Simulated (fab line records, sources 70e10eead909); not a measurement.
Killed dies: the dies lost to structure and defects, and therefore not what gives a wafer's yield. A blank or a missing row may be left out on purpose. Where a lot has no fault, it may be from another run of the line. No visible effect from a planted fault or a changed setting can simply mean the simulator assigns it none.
fab line records | flow nand_harc
[record] lots = 14 | wafers = 42 | last_day = 33
route steps=1302 shown A_STAIRCASE@773 A_BONDPAD@1230 THIN_TSV@1269 END@1302
lots with no fault: from the same line, run without faults
start_h: hours from the record's first day to the start of the lot's first wafer shown | wait_h: hours from the lot's prior step to this one | " identical to the entry in the row above | L1.1+2: a row that stands for several wafers | - either no value or no given start | * or withheld: withheld | < > ~ a bound
route shown NAME@n: a module of which the file shows steps, and the number in the route of the first | usual: mean/standard deviation taken from wafers without a fault | same: alike in all rows | chamber/n: place in a boat | sites: per-site readings | _std_site: standard deviation of those values | _edge_site: inner sites' mean taken away from outer sites' mean | radius_mm: how far each site lies from the wafer's centre | mask NAME#n: copy n | behind: the last tool/chamber to shape the wafer | hold: reason for holding the lot/hours on hold/outcome of the hold | device: which transistor (n, p or np) failed to switch | end of line: the tests these same wafers got at the end of their route | step lacking rows: just its recipe | killed: not the wafer's yield, but the dies lost to structure and defects at the first sort | map: a wafer's dies, marking killed ones x, the rest . and places with no die _
set.NAME: setting as actually run; set.NAME@STEP: the setting as run at that earlier step | model.NAME: the simulator's own value behind a step, which no gauge read
the route's steps for a sample of lots (tables are steps, rows are wafers)
services: a tool's chamber out of use, with start hour (start_h, from the record's first day; less than 0 if before it), hours out, and reason
[[steps]]
[step NHARC_A_STAIRCASE_DEP_259]
[recipe] target_thk_a = 300 | target_thk_nm = 30 | temp_c = 400 | pressure_torr = 3.5 | flow_sccm = 200 | rf_w = 350 | material = SiON
[usual] heater_power_w = 754/130
lot.wafer | tool     | chamber | start_h | wait_h | heater_power_w
L271.3    | pecvd-01 | 0       | 377.04  | 1.0    | 948
L271.4    | "        | 2       | "       | "      | 717
L271.5    | "        | 0       | "       | "      | 948
L272.3    | pecvd-04 | 1       | 382.37  | 1.0    | 548
L272.6    | "        | 0       | "       | "      | 622
L272.4    | "        | 1       | "       | "      | 538
L273.1    | pecvd-02 | 0       | 396.39  | 1.6    | 791
L273.2    | "        | 1       | "       | "      | 671
L273.5    | "        | 1       | "       | "      | 666
L277.1    | pecvd-04 | 1       | 429.19  | 1.5    | 572
L277.2    | "        | 2       | "       | "      | 969
L277.4    | "        | 1       | "       | "      | 564
L280.4    | pecvd-02 | 1       | 454.05  | 0.7    | 649
L280.3    | "        | 2       | "       | "      | 818
L280.6    | "        | 2       | "       | "      | 831
L279.3    | pecvd-02 | 0       | 458.35  | 1.1    | 775
L279.2    | "        | 2       | "       | "      | 876
L279.5    | "        | 0       | "       | "      | 771
L281.3    | pecvd-02 | 2       | 474.78  | 0.9    | 826
L281.2    | "        | 0       | "       | "      | 835
L281.5    | "        | 0       | "       | "      | 843
L283.2    | pecvd-02 | 2       | 491.74  | 1.3    | 853
L283.1    | "        | 0       | "       | "      | 837
L283.6    | "        | 0       | "       | "      | 860
L284.1    | pecvd-02 | 2       | 492.17  | 1.6    | 824
L284.5    | "        | 1       | "       | "      | 675
L284.4    | "        | 2       | "       | "      | 832
L286.4    | pecvd-02 | 0       | 512.78  | 0.7    | 842
L286.5    | "        | 1       | "       | "      | 663
L286.6    | "        | 2       | "       | "      | 728
L285.2    | pecvd-01 | 1       | 517.05  | 1.2    | 720
L285.3    | "        | 1       | "       | "      | 730
L285.6    | "        | 1       | "       | "      | 722
L292.2    | pecvd-02 | 0       | 581.03  | 1.2    | 831
L292.1    | "        | 1       | "       | "      | 638
L292.4    | "        | 2       | "       | "      | 795
L293.2    | pecvd-01 | 2       | 594.11  | 1.2    | 712
L293.4    | "        | 2       | "       | "      | 735
L293.6    | "        | 1       | "       | "      | 725
L294.3    | pecvd-04 | 1       | 594.19  | 1.0    | 590
L294.5    | "        | 2       | "       | "      | 824
L294.4    | "        | 0       | "       | "      | 616
[step NHARC_A_BONDPAD_ANNEAL_28]
[recipe] temp_c = 225 | time_s = 90
[usual] wafer_temp_C_max = 225.62/0.23
lot.wafer | tool          | chamber | start_h | wait_h | wafer_temp_C_max
L271.3    | rtp_anneal-02 | 0       | 540.76  | -      | 225.45
L271.4    | "             | 0       | "       | "      | 225.00
L271.5    | "             | 0       | "       | "      | 225.46
L272.3    | rtp_anneal-02 | 0       | 546.11  | 0.3    | 225.67
L272.4    | "             | 0       | "       | "      | 225.41
L272.6    | "             | 0       | "       | "      | 225.32
L273.1    | rtp_anneal-02 | 0       | 552.34  | -      | 225.78
L273.2    | "             | 0       | "       | "      | 225.48
L273.5    | "             | 0       | "       | "      | 225.79
L277.1    | rtp_anneal-01 | 0       | 592.66  | 0.3    | 225.67
L277.2    | "             | 0       | "       | "      | 225.98
L277.4    | "             | 0       | "       | "      | 226.07
L279.2    | rtp_anneal-02 | 0       | 614.86  | 0.4    | 225.72
L279.3    | "             | 0       | "       | "      | 225.66
L279.5    | "             | 0       | "       | "      | 225.82
L280.3    | rtp_anneal-02 | 0       | 617.05  | 0.4    | 225.63
L280.4    | "             | 0       | "       | "      | 225.63
L280.6    | "             | 0       | "       | "      | 225.69
L281.2    | rtp_anneal-02 | 0       | 629.27  | 0.3    | 225.25
L281.3    | "             | 0       | "       | "      | 225.47
L281.5    | "             | 0       | "       | "      | 225.31
L283.1    | rtp_anneal-01 | 0       | 649.37  | -      | 225.65
L283.2    | "             | 0       | "       | "      | 225.32
L283.6    | "             | 0       | "       | "      | 225.81
L284.1    | rtp_anneal-02 | 0       | 651.29  | 0.3    | 225.16
L284.4    | "             | 0       | "       | "      | 225.29
L284.5    | "             | 0       | "       | "      | 225.43
L285.2    | rtp_anneal-01 | 0       | 668.65  | -      | 225.58
L285.3    | "             | 0       | "       | "      | 225.64
L285.6    | "             | 0       | "       | "      | 225.82
L286.4    | rtp_anneal-02 | 0       | 672.63  | -      | 225.76
L286.5    | "             | 0       | "       | "      | 225.38
L286.6    | "             | 0       | "       | "      | 225.77
L292.1    | rtp_anneal-02 | 0       | 742.87  | 0.4    | 225.40
L292.2    | "             | 0       | "       | "      | 225.47
L292.4    | "             | 0       | "       | "      | 225.66
L293.2    | rtp_anneal-01 | 0       | 750.62  | -      | 225.64
L293.4    | "             | 0       | "       | "      | 225.79
L293.6    | "             | 0       | "       | "      | 225.83
L294.3    | rtp_anneal-01 | 0       | 757.61  | -      | 225.72
L294.4    | "             | 0       | "       | "      | 225.76
L294.5    | "             | 0       | "       | "      | 225.90
[step NHARC_A_BONDPAD_CMP_19]
[recipe] t_overpolish_s = 30 | cu_recess_touch_s = 16 | target_thk_nm = 169.82
[usual] motor_current_A = 12.6/1.3 | overpolish_run_s = 30.002/0.0086
lot.wafer | tool   | chamber | start_h | wait_h | motor_current_A | overpolish_run_s
L271.3    | cmp-04 | 2       | 541.00  | -      | 14.4            | 29.993
L271.4    | "      | 3       | "       | "      | 11.9            | 29.996
L271.5    | "      | 3       | "       | "      | 12.4            | 29.993
L272.3    | cmp-02 | 0       | 546.36  | -      | 11.6            | 30.011
L272.4    | "      | 3       | "       | "      | 11.3            | 29.996
L272.6    | "      | 1       | "       | "      | 13.2            | 29.999
L273.2    | cmp-02 | 1       | 552.74  | -      | 13.5            | 30.009
L273.1    | "      | 2       | "       | "      | 11.4            | 29.994
L273.5    | "      | 0       | "       | "      | 11.3            | 30.013
L277.1    | cmp-04 | 0       | 593.00  | -      | 12.4            | 29.986
L277.4    | "      | 1       | "       | "      | 11.5            | 29.998
L277.2    | "      | 3       | "       | "      | 12.7            | 29.999
L279.3    | cmp-02 | 3       | 615.21  | -      | 11.6            | 29.999
L279.2    | "      | 0       | "       | "      | 11.8            | 30.021
L279.5    | "      | 2       | "       | "      | 11.2            | 29.993
L280.3    | cmp-02 | 2       | 617.29  | -      | 11.1            | 30.005
L280.4    | "      | 0       | "       | "      | 11.7            | 30.015
L280.6    | "      | 3       | "       | "      | 11.4            | 30.021
L281.2    | cmp-02 | 0       | 629.59  | -      | 11.5            | 29.989
L281.3    | "      | 2       | "       | "      | 10.9            | 30.001
L281.5    | "      | 0       | "       | "      | 11.1            | 30.016
L283.1    | cmp-02 | 3       | 649.77  | -      | 11.9            | 30.003
L283.2    | "      | 0       | "       | "      | 11.3            | 30.003
L283.6    | "      | 1       | "       | "      | 12.9            | 30.010
L284.1    | cmp-02 | 1       | 651.64  | -      | 12.5            | 30.014
L284.4    | "      | 2       | "       | "      | 11.9            | 30.011
L284.5    | "      | 2       | "       | "      | 11.5            | 30.007
L285.2    | cmp-01 | 2       | 669.00  | -      | 12.2            | 30.000
L285.3    | "      | 3       | "       | "      | 14.3            | 30.000
L285.6    | "      | 0       | "       | "      | 13.2            | 30.015
L286.4    | cmp-04 | 2       | 672.82  | -      | 13.9            | 30.002
L286.5    | "      | 2       | "       | "      | 14.0            | 30.018
L286.6    | "      | 3       | "       | "      | 11.8            | 29.999
L292.2    | cmp-01 | 3       | 743.22  | -      | 14.1            | 30.002
L292.4    | "      | 0       | "       | "      | 14.1            | 29.989
L292.1    | "      | 1       | "       | "      | 15.3            | 30.019
L293.4    | cmp-04 | 1       | 750.94  | -      | 11.6            | 29.998
L293.2    | "      | 2       | "       | "      | 13.4            | 30.004
L293.6    | "      | 1       | "       | "      | 11.4            | 30.007
L294.3    | cmp-01 | 2       | 757.88  | -      | 13.5            | 29.997
L294.4    | "      | 0       | "       | "      | 13.5            | 29.992
L294.5    | "      | 1       | "       | "      | 15.9            | 30.008
[step NHARC_THIN_TSV_STRIP_62]
[recipe] power_w = 1500 | temp_c = 250 | time_s = 20 | chemistry = N2/H2
[usual] drypump_motor_current_A = 5.6/0.68 | heater_power_w = 312/34
lot.wafer | tool            | chamber | start_h | wait_h | drypump_motor_current_A | heater_power_w | rf_hours_counter_h
L271.4    | plasma_asher-02 | 1       | 556.35  | -      | 6.3                     | 267            | -
L271.3    | "               | 0       | "       | "      | 6.2                     | 302            | -
L271.5    | "               | 0       | "       | "      | 6.2                     | 298            | -
L272.3    | plasma_asher-01 | 0       | 561.65  | -      | 5.3                     | 285            | -
L272.4    | "               | 1       | "       | "      | 4.7                     | 366            | -
L272.6    | "               | 0       | "       | "      | 5.3                     | 277            | -
L273.2    | plasma_asher-02 | 0       | 568.89  | -      | 6.2                     | 306            | 28
L273.1    | "               | 1       | "       | "      | 6.3                     | 267            | 28
L273.5    | "               | 1       | "       | "      | 6.4                     | 276            | -
L277.2    | plasma_asher-01 | 0       | 608.32  | -      | 5.3                     | 285            | 14
L277.1    | "               | 1       | "       | "      | 4.7                     | 358            | 14
L277.4    | "               | 0       | "       | "      | 5.3                     | 286            | -
L279.2    | plasma_asher-02 | 1       | 630.82  | -      | 6.4                     | 282            | 4
L279.3    | "               | 1       | "       | "      | 6.3                     | 285            | -
L279.5    | "               | 1       | "       | "      | 6.4                     | 298            | -
L280.4    | plasma_asher-01 | 1       | 631.87  | -      | 4.7                     | 360            | -
L280.3    | "               | 0       | "       | "      | 5.3                     | 283            | -
L280.6    | "               | 0       | "       | "      | 5.2                     | 289            | -
L281.2    | plasma_asher-01 | 1       | 645.14  | -      | 4.7                     | 359            | 24
L281.3    | "               | 1       | "       | "      | 4.7                     | 360            | -
L281.5    | "               | 0       | "       | "      | 5.3                     | 283            | -
L284.1    | plasma_asher-01 | 0       | 665.30  | -      | 5.3                     | 288            | 28
L284.4    | "               | 1       | "       | "      | 4.7                     | 363            | -
L284.5    | "               | 0       | "       | "      | 5.3                     | 298            | -
L283.1    | plasma_asher-02 | 0       | 666.06  | -      | 6.2                     | 327            | 11
L283.2    | "               | 1       | "       | "      | 6.3                     | 286            | 11
L283.6    | "               | 1       | "       | "      | 6.4                     | 287            | -
L285.2    | plasma_asher-01 | 1       | 690.23  | -      | 4.7                     | 358            | 32
L285.3    | "               | 0       | "       | "      | 5.3                     | 279            | -
L285.6    | "               | 1       | "       | "      | 4.7                     | 358            | -
L286.4    | plasma_asher-01 | 1       | 691.75  | -      | 4.7                     | 356            | -
L286.6    | "               | 1       | "       | "      | 4.7                     | 361            | -
L286.5    | "               | 0       | "       | "      | 5.3                     | 286            | -
L292.1    | plasma_asher-01 | 0       | 760.38  | -      | 5.3                     | 279            | 10
L292.2    | "               | 1       | "       | "      | 4.7                     | 354            | 10
L292.4    | "               | 0       | "       | "      | 5.3                     | 277            | -
L293.2    | plasma_asher-01 | 0       | 766.48  | -      | 5.3                     | 285            | 11
L293.4    | "               | 1       | "       | "      | 4.7                     | 359            | -
L293.6    | "               | 0       | "       | "      | 5.3                     | 283            | -
L294.3    | plasma_asher-01 | 0       | 775.03  | -      | 5.3                     | 291            | -
L294.4    | "               | 1       | "       | "      | 4.7                     | 358            | -
L294.5    | "               | 0       | "       | "      | 5.3                     | 283            | -
[step NHARC_END_SORT_01]
[recipe] temp_c = 25
[usual] killed_at_array = 58/22 | killed_at_other = 1.0/1.3 | killed_at_periphery = 5/3.4 | killed_dies = 64/22 | killed_open = 3.6/1.8 | killed_short = 2.4/1.7
[same] gross_dies = 677
lot.wafer | tool      | chamber | start_h | wait_h | killed_at_array | killed_at_other | killed_at_periphery | killed_dies | killed_open | killed_short
L283.1    | prober-01 | 0       | 677.39  | 2.5    | 313             | 0               | 1                   | 314         | 1           | 2
L283.2    | prober-01 | 0       | 678.17  | 2.7    | 122             | 0               | 2                   | 124         | 3           | 2
L283.6    | prober-01 | 0       | 681.31  | 3.9    | 323             | 0               | 3                   | 326         | 5           | 1
L284.1    | prober-02 | 0       | 677.43  | 2.5    | 222             | 0               | 3                   | 225         | 2           | 4
L284.4    | prober-02 | 0       | 679.82  | 3.4    | 238             | 0               | 1                   | 239         | 1           | 1
L284.5    | prober-02 | 0       | 680.61  | 3.7    | 245             | 0               | 3                   | 248         | 4           | 0
L286.4    | prober-02 | 0       | 705.16  | 3.4    | 272             | 3               | 3                   | 278         | 1           | 3
L286.5    | prober-02 | 0       | 705.97  | 3.7    | 240             | 1               | 10                  | 251         | 3           | 6
L286.6    | prober-02 | 0       | 706.78  | 4.0    | 184             | 0               | 8                   | 192         | 5           | 5
// killed by level:class
L283.1 A_STAIRCASE:area_dep=297 A_CONTACT:chamber_film_flake=4 A_CHANNEL_HOLE_D1:chamber_film_flake=3 A_ONON_D2:geometric_particle:short=1 A_CHANNEL_FILL_D2:geometric_particle:open=1 A_SLIT:geometric_particle:short=1 P_STI:chamber_film_flake=1 A_ZERO_WELL:chamber_film_flake=1
L284.1 A_STAIRCASE:area_dep=120 A_CHANNEL_HOLE_D1:chamber_film_flake=36 A_SLIT:chamber_film_flake=36 A_CHANNEL_HOLE_D2:chamber_film_flake=18 A_CHANNEL_FILL_D1:geometric_particle:short=2 A_WL_FILL:chamber_film_flake=2 A_M1:chamber_film_flake=2 P_CONTACT:geometric_particle:open=1
L283.2 A_STAIRCASE:area_dep=103 A_CHANNEL_HOLE_D1:chamber_film_flake=7 A_CHANNEL_FILL_D2:chamber_film_flake=2 A_STAIRCASE:chamber_film_flake=2 A_SLIT:chamber_film_flake=2 A_CONTACT:chamber_film_flake=2 P_CONTACT:geometric_particle:open=1 A_CHANNEL_HOLE_D1:geometric_particle:short=1
L284.4 A_STAIRCASE:area_dep=149 A_CHANNEL_HOLE_D1:chamber_film_flake=43 A_SLIT:chamber_film_flake=25 A_CHANNEL_HOLE_D2:chamber_film_flake=12 A_WL_FILL:chamber_film_flake=2 A_M1:chamber_film_flake=2 P_M2:geometric_particle:short=1 A_SGD_CUT:geometric_particle:open=1
L284.5 A_STAIRCASE:area_dep=147 A_SLIT:chamber_film_flake=38 A_CHANNEL_HOLE_D1:chamber_film_flake=31 A_CHANNEL_HOLE_D2:chamber_film_flake=15 A_M1:chamber_film_flake=4 A_CHANNEL_FILL_D1:geometric_particle:open=2 A_WL_FILL:chamber_film_flake=2 P_M2:geometric_particle:open=1
L283.6 A_STAIRCASE:area_dep=296 A_CHANNEL_HOLE_D1:chamber_film_flake=8 A_CONTACT:chamber_film_flake=8 A_SLIT:chamber_film_flake=4 A_BLC:geometric_particle:open=2 P_CONTACT:geometric_particle:open=1 P_CONTACT:geometric_particle:short=1 A_CONTACT:geometric_particle:open=1
L286.4 A_STAIRCASE:area_dep=193 A_CHANNEL_HOLE_D1:chamber_film_flake=36 A_SLIT:chamber_film_flake=30 A_CONTACT:chamber_film_flake=7 THIN_TSV:chamber_film_flake=3 A_CHANNEL_FILL_D1:geometric_particle:short=2 A_CHANNEL_FILL_D2:chamber_film_flake=2 P_STI:geometric_particle:open=1
L286.5 A_STAIRCASE:area_dep=175 A_CHANNEL_HOLE_D1:chamber_film_flake=27 A_SLIT:chamber_film_flake=23 A_CONTACT:chamber_film_flake=7 P_ZERO_WELL:chamber_film_flake=5 P_M2:chamber_film_flake=3 P_STI:geometric_particle:open=1 A_SOURCE_PLATE:geometric_particle:short=1
L286.6 A_STAIRCASE:area_dep=98 A_SLIT:chamber_film_flake=36 A_CHANNEL_HOLE_D1:chamber_film_flake=31 A_CONTACT:chamber_film_flake=8 P_M2:chamber_film_flake=3 A_CHANNEL_FILL_D1:geometric_particle:short=2 P_GATE:chamber_film_flake=2 A_STAIRCASE:chamber_film_flake=2
[[services]]
tool            | chamber | start_h | hours | kind
rtp_anneal-01   | -       | 372.00  | 12.0  | pm
cmp-04          | -       | 394.22  | 3.6   | repair
cmp-02          | -       | 403.81  | 63.6  | repair
pecvd-02        | -       | 408.13  | 13.0  | pm
pecvd-02        | 0       | 435.75  | 12.1  | repair
pecvd-02        | 0       | 449.84  | 5.2   | repair
cmp-02          | -       | 474.68  | 0.3   | repair
plasma_asher-01 | -       | 521.60  | 9.0   | pm
cmp-02          | -       | 562.43  | 0.7   | repair
cmp-02          | -       | 565.38  | 4.0   | pm
pecvd-02        | -       | 568.46  | 7.1   | repair
plasma_asher-01 | -       | 580.76  | 1.7   | repair
pecvd-02        | -       | 589.38  | 13.0  | pm
cmp-02          | -       | 617.78  | 2.6   | repair
cmp-02          | -       | 639.23  | 0.5   | repair
cmp-02          | -       | 659.27  | 5.8   | repair
cmp-02          | -       | 665.12  | 4.0   | pm
cmp-02          | -       | 686.10  | 0.9   | repair
plasma_asher-01 | -       | 698.60  | 9.0   | pm
cmp-02          | -       | 701.79  | 3.2   | repair
cmp-02          | -       | 720.59  | 0.9   | repair
rtp_anneal-02   | -       | 744.23  | 12.0  | pm
cmp-02          | -       | 763.12  | 4.0   | pm
pecvd-02        | -       | 770.38  | 13.0  | pm
[[key]]
[first_sign] step = NHARC_END_SORT_01 | reading = killed_at_array | direction = up | sigmas = 8.4 | usual = 58 | struck = 240
[effect] step = NHARC_END_SORT_01 | reading = killed_dies | direction = up | sigmas = 8.3 | usual = 64 | struck = 244
[more_kills_born_at] NHARC_A_STAIRCASE_DEP_259@pecvd-02 = 1578
met_at NHARC_A_STAIRCASE_DEP_259
struck_lots L283,L284,L286
tester_left_out L283,L284,L286
not_acting_at NHARC_A_BONDPAD_ANNEAL_28,NHARC_A_BONDPAD_CMP_19,NHARC_THIN_TSV_STRIP_62
onset_between 474.78 491.74
[fault] kind = process_parameter_drift | tool = pecvd-02 | chamber = - | onset_h = 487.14 | steps = NHARC_A_STAIRCASE_DEP_259 | channel = flow_sccm | offset = * | shape = step | end_h = 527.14 | acts_in = * | stated = *
// tester_left_out: of these lots the tester's yield and bins aren't shown, on N5 and GAA mostly nor the transistor test; their killed dies are dies lost to structure and defects alone, not to doping, threshold or leakage, so they don't give the yield
